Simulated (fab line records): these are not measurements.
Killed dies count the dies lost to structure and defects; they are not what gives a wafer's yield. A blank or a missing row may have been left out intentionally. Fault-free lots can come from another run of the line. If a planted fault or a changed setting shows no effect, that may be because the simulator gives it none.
Matching of chambers | flow n5-finfet | N5_BEOL_M13_ETCH_68 on rie-diel-04: 4 sister chambers
The step etches SOC in N2/H2, time 355 s. 14 wafers are shown with their chamber, then 7 later ones without.

## WAFERS PAIRED WITH THEIR CHAMBERS
wafer  | chamber | showerhead-plenum-p-Torr (Torr) | throttle-valve-pct (%) | drypump-motor-current-A (A)
L076.1 | 1       | 2.69                            | 17.81                  | 5.9
L076.2 | 0       | 2.51                            | 17.58                  | 5.1
L076.5 | 2       | 2.69                            | 17.31                  | 5.5
L074.2 | 1       | 2.69                            | 17.78                  | 5.8
L074.3 | 3       | 2.69                            | 17.47                  | 5.7
L074.5 | 3       | 2.69                            | 17.46                  | 5.7
L075.2 | 0       | 2.51                            | 17.57                  | 5.1
L075.3 | 3       | 2.69                            | 17.45                  | 5.7
L075.4 | 0       | 2.51                            | 17.57                  | 5.1
L077.1 | 1       | 2.68                            | 17.80                  | 5.8
L077.2 | 0       | 2.51                            | 17.58                  | 5.1
L077.3 | 3       | 2.69                            | 17.45                  | 5.7
L083.1 | 2       | 2.69                            | 17.31                  | 5.6
L083.2 | 3       | 2.68                            | 17.48                  | 5.7

SIGNATURES (averages over the wafers above)
reading                  | chamber 0 | chamber 1 | chamber 2 | chamber 3 | scatter within a chamber
showerhead-plenum-p-Torr | 2.5100    | 2.6867    | 2.6900    | 2.6880    | 0.00383
throttle-valve-pct       | 17.5750   | 17.7967   | 17.3100   | 17.4620   | 0.0112
drypump-motor-current-A  | 5.100     | 5.833     | 5.550     | 5.700     | 0.0342
Rule: for a wafer and a chamber, the distance is found by dividing, reading by reading, the gap between the wafer's reading and the chamber's mean by the reading's scatter, squaring, summing and taking the root. If the next closest chamber is less than 2 further off than the closest, the wafer can't be placed; otherwise it belongs to the closest. How the scatter is found: for the shown wafers, subtract from each reading the mean of its chamber, square and add these, divide the total by (wafers less chambers), then take the root.

## WAFERS MISSING THEIR CHAMBER
wafer  | showerhead-plenum-p-Torr (Torr) | throttle-valve-pct (%) | drypump-motor-current-A (A)
L083.6 | 2.68                            | 17.82                  | 5.9
L087.3 | 2.67                            | 17.84                  | 5.9
L087.4 | 2.68                            | 17.35                  | 5.6
L087.5 | 2.68                            | 17.34                  | 5.6
L094.1 | 2.50                            | 17.63                  | 5.1
L094.2 | 2.67                            | 17.51                  | 5.7
L094.4 | 2.68                            | 17.36                  | 5.6

## CHAMBER TAKEN BY EACH
wafer  | from the rows above | in truth
L083.6 | 1                   | 1
L087.3 | 1                   | 1
L087.4 | 2                   | 2
L087.5 | 2                   | 2
L094.1 | 0                   | 0
L094.2 | 3                   | 3
L094.4 | 2                   | 2
Placed correctly: 7 of 7. Left unplaced by these rows: 0. Number placed wrongly: 0.
